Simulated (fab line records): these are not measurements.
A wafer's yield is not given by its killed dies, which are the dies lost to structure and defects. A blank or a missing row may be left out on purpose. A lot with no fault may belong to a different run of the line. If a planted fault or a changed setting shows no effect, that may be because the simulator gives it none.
Which tool was responsible?	flow n5 finfet	12 lots with 36 wafers sampled at 4 steps, on a route of 1938 steps

WHAT THE GAUGES SHOWED, per wafer
N5_BEOL_M2_INSPECT_59: inspects for defects (darkfield).
lot	measured	on	raw defect count
L075	day 8 12:13	defect inspect-02	133 86 106
L077	day 8 14:08	defect inspect-02	33 49 53
L080	day 8 15:43	defect inspect-01	73 97 94
L081	day 8 22:49	defect inspect-01	73 49 46
L084	day 9 12:42	defect inspect-01	72 54 97
L085	day 9 18:18	defect inspect-01	78 45 42
L087	day 11 06:25	defect inspect-01	43 67 60
L089	day 11 11:00	defect inspect-02	74 61 60
L091	day 12 04:39	defect inspect-01	80 49 98
L093	day 12 08:10	defect inspect-02	41 40 78
L095	day 12 14:59	defect inspect-02	43 36 35
L096	day 12 19:42	defect inspect-01	42 71 38

TOOL THAT RAN EACH LOT (tool first, then ch and the chambers of the sampled wafers, then the start)
lot	N5_BEOL_M2_ALD_84	N5_BEOL_M2_SPUTTER_79	N5_BEOL_M2_PRE_CLEAN_60
L075	ald metal-01 ch 1,2, day 8 08:38	pvd sputter-03, day 8 09:35	cvd co-01 ch 0,1,2, day 8 11:58
L077	ald metal-03 ch 0,1,3, day 8 10:22	pvd sputter-03, day 8 11:32	cvd co-01 ch 0,2, day 8 13:53
L080	ald metal-01 ch 0,2,3, day 8 12:19	pvd sputter-01, day 8 13:06	cvd co-01 ch 0,1, day 8 15:28
L081	ald metal-01 ch 0,2,3, day 8 18:31	pvd sputter-03, day 8 19:50	cvd co-01 ch 0,1, day 8 22:34
L084	ald metal-03 ch 1,2,3, day 9 08:25	pvd sputter-02, day 9 09:26	cvd co-02 ch 0,1,2, day 9 12:27
L085	ald metal-01 ch 0,1,3, day 9 14:52	pvd sputter-01, day 9 15:40	cvd co-02 ch 0,1,2, day 9 18:03
L087	ald metal-03 ch 0,2, day 11 02:11	pvd sputter-02, day 11 02:56	cvd co-02 ch 0,1, day 11 06:10
L089	ald metal-04 ch 0,2, day 11 07:41	pvd sputter-01, day 11 08:21	cvd co-01 ch 0,2, day 11 10:45
L091	ald metal-01 ch 0,1,2, day 12 01:03	pvd sputter-03, day 12 01:47	cvd co-02 ch 0,1, day 12 04:24
L093	ald metal-01 ch 1,2, day 12 04:22	pvd sputter-03, day 12 05:16	cvd co-02 ch 0,2, day 12 07:55
L095	ald metal-04 ch 0,1,2, day 12 11:26	pvd sputter-03, day 12 12:23	cvd co-02 ch 0,1,2, day 12 14:46
L096	ald metal-01 ch 0,2,3, day 12 16:00	pvd sputter-03, day 12 16:54	cvd co-02 ch 0,2, day 12 19:27
- N5_BEOL_M2_ALD_84: deposits TaN, pulse time 2 s, purge time 3 s, co reactant purge time 2 s.
- N5_BEOL_M2_SPUTTER_79: material Cu, target thk 4.5 nm, time 8.29 s.
- N5_BEOL_M2_PRE_CLEAN_60: time 15 s.

THE ANSWER, worked out from the rows above alone
Rule: usual is defined by the lots themselves. Put in order of their means at a reading, lots are off if they are a third of the lots or fewer, leave a main group of 4 or more, and stand apart from it by a gap of 3 or more times the standard deviation of the main group's means; of several such gaps the widest counts. The tables above print the reading to a certain number of digits; a main group whose means all agree to those digits is not used. A lot without any number at a reading at which 4 lots or more have one is off too. The other lots that the step has rows for count as sound.
None of the lots is off at any reading shown; this tells nothing.

WHAT WAS PUT IN BY THE SIMULATOR
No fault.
